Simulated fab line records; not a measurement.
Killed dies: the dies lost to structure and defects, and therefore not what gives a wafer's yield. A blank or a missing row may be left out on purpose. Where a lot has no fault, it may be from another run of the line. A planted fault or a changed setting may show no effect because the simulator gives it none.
Comparing a struck lot with a sound one + flow nandHarc + 15 out of 1159 route steps
Sound: the wafers L352.4, L352.5, L352.6. Wafers L345.1, L345.2, L345.4 were the ones struck. The cause is given at the end.
Per side, at each step with rows, come the tool, then ch with its chambers, and then its first start. Under that, the readings that differ: sound wafers + struck wafers + difference of the means + sigmas: that difference in standard deviations of wafers without a fault.
alike: same words and numbers on both sides, and readings whose means sit less than 2 such deviations apart. not compared: any withheld reading, any reading some wafer has no value for, any bound like >300 that may hide the same value, and any number with overlapping values for which the record gives no deviation.
The two part at a step that has a row with sigmas, a row that says differs or no value, or rows on one side only. When numbers do not overlap yet have no deviation, they are printed without sigmas and do not part them. A reading that every wafer of one side lacks parts them only if that side has two wafers or more.

first, 4 steps without rows for these wafers: NHARC_A_M0_EBR_05; NHARC_A_M0_EXPOSE_06 (exposes mask A M0, target cd 80 nm); NHARC_A_M0_PEB_07 (peb time 65 s); NHARC_A_M0_DEVELOP_08 (develop time 35 s).
NHARC_A_M0_CD_MEAS_09: the cd target is 80 nm.
  sound on cdSem-03 ch 0, day 23 08:08; struck on cdSem-02 ch 0, day 22 14:29
  alike: cdNm
NHARC_A_M0_OVL_MEAS_10: pitch 160 nm.
  struck on overlay-02, day 22 14:34; sound on overlay-01, day 23 08:13
| reading         | sound       | struck       | difference | sigmas |
|-----------------|-------------|--------------|------------|--------|
| overlayYNm (nm) | 1.3 1.9 1.6 | -0.3 0.4 0.0 | -1.6       | -2     |
  alike: overlayXNm
NHARC_A_M0_INSPECT_11:
  struck on defectInspect-01, day 22 14:36; sound on defectInspect-02, day 23 08:16
  alike: rawDefectCount
NHARC_A_M0_DESCUM_14: chemistry O2, time 3 s.
  sound on rieDiel-04 ch 0,2,3, day 23 08:21; struck on rieDiel-04 ch 1,2,3, day 22 14:40
  alike: drypumpMotorCurrentA, oesProductAu, rfVppV, showerheadPlenumPTorr, throttleValvePct
  not compared: rfHoursCounterH
NHARC_A_M0_ETCH_34: etches the open film in N2/H2, target depth 40 nm, overetch 12 nm, time 43.94 s.
  sound on rieDiel-04 ch 0,1,3, day 23 08:25; struck on rieDiel-04 ch 0,2,3, day 22 14:45
  alike: drypumpMotorCurrentA, oesProductAu, rfVppV, showerheadPlenumPTorr, throttleValvePct
  not compared: rfHoursCounterH
NHARC_A_M0_ETCH_15: etches the open film in C4F8/Ar, target depth 150 nm, overetch 15 nm, time 82.5 s.
  sound on rieDiel-04 ch 0,3; struck on rieDiel-04 ch 0,1,3
  alike: oesProductAu, rfVppV
  not compared: rfHoursCounterH
NHARC_A_M0_CD_MEAS_16:
  struck on cdSem-01, day 22 14:58; sound on cdSem-03, day 23 08:38
  alike: cdNm
NHARC_A_M0_STRIP_18: strips in N2/H2.
  sound on rieDiel-04 ch 0,2,3, day 23 08:46; struck on rieDiel-04 ch 0,1,2, day 22 15:02
  alike: chamberPressureMTorr, drypumpMotorCurrentA, oesProductAu, rfVppV, showerheadPlenumPTorr, throttleValvePct
  not compared: rfHoursCounterH
NHARC_A_M0_STRIP_19: strips in post etch residue remover, time 600 s.
  sound on wetBench-03 ch 4,5,7, day 23 08:58; struck on wetBench-05 ch 1,2,6, day 22 15:19
  no value came back on the struck wafers for bathHeatDutyPct (%), runLengthS (s); on the sound wafers bathHeatDutyPct (%) reads 11.1 16.9 14.4
NHARC_A_M0_DEGAS_28: time 60 s.
  struck on pvdSputter-03, day 22 15:35; sound on pvdSputter-03, day 23 09:16
  alike: heaterPowerW
NHARC_END_SORT_01:
  the record has rows for the struck wafers here (prober-01 ch 0, day 24 05:45) and none for the sound ones

WHERE THEY PART
First at NHARC_A_M0_OVL_MEAS_10; last, within this record, at NHARC_END_SORT_01.

WHY: whatever the simulator had introduced
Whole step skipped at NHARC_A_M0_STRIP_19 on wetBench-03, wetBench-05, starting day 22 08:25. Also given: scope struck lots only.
